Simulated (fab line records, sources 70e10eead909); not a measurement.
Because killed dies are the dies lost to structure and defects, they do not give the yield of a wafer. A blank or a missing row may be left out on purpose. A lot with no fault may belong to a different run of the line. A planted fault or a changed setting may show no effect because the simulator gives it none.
2 desks looking at one fault :: flow nand_harc :: each desk holds nothing but its own numbers, with what lay behind them at the end

== FOR THE TOOL OWNER'S DESK: pecvd-03 ==
The tool's own readings at NHARC_P_GATE_DEP_103 (deposits SiON, target thk 30 nm): means of the sampled wafers that have a number, for each lot that ran on this tool. Any lot whose mean is over 4 standard deviations away from the usual mean is out of limits and marked OUT; that distance is given in the brackets.
Columns: A = heater_power_w at NHARC_P_GATE_DEP_103, usual 735 W
lot: L932
first seen here: day 4 22:30
A: 734

lot: L930
first seen here: day 4 22:43
A: 717

lot: L931
first seen here: day 4 23:05
A: 824

lot: L934
first seen here: day 5 11:44
A: 726

lot: L942
first seen here: day 7 21:50
A: 774

lot: L944
first seen here: day 8 17:05
A: 762
This desk's finding: nothing out of limits on any of the 6 lots.

== THE DEFECT DESK ==
For each lot, the counts of the inspections along the route, averaged over the sampled wafers that have a number. Any lot whose mean is over 4 standard deviations away from the usual mean is out of limits and marked OUT; that distance is given in the brackets.
Columns: A = raw_defect_count at NHARC_P_GATE_INSPECT_28, usual 7; B = raw_defect_count at NHARC_P_GATE_INSPECT_68, usual 205
lot: L932
first seen here: day 4 23:08
A: 7
B: 132

lot: L930
first seen here: day 4 23:31
A: 4
B: 138

lot: L931
first seen here: day 4 23:53
A: 5
B: 183

lot: L934
first seen here: day 5 12:30
A: 4
B: 135

lot: L935
first seen here: day 5 19:46
A: 9
B: 145

lot: L942
first seen here: day 7 22:38
A: 465 (+99 or more) OUT
B: 606 (+5.6) OUT

lot: L944
first seen here: day 8 17:46
A: 491 (+99 or more) OUT
B: 657 (+6.3) OUT

lot: L946
first seen here: day 8 18:32
A: 4
B: 243

lot: L947
first seen here: day 8 18:44
A: 11
B: 142

lot: L949
first seen here: day 9 06:29
A: 8
B: 172

lot: L953
first seen here: day 10 05:04
A: 9
B: 286
This desk's finding: out of limits on L942, L944; first on L942, day 7 22:38 (raw_defect_count at NHARC_P_GATE_INSPECT_28). Within limits: L932, L930, L931, L934, L935, L946, L947, L949, L953.

== BROUGHT TOGETHER ==
The defect desk could have raised an alarm at day 7 22:38, on L942, L944.
The tool owner's desk saw nothing out of limits.
The tool owner's desk has L942, L944 on record, within its limits.
NHARC_P_GATE_DEP_103 was run on pecvd-03 by each of the lots named.

== WHAT HAD BEEN PUT IN BY THE SIMULATOR ==
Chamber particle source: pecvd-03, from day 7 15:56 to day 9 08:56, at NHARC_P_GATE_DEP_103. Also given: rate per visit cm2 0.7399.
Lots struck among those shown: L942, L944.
Hours from the fault's start to each desk's first reading out of limits: the defect desk, 7.
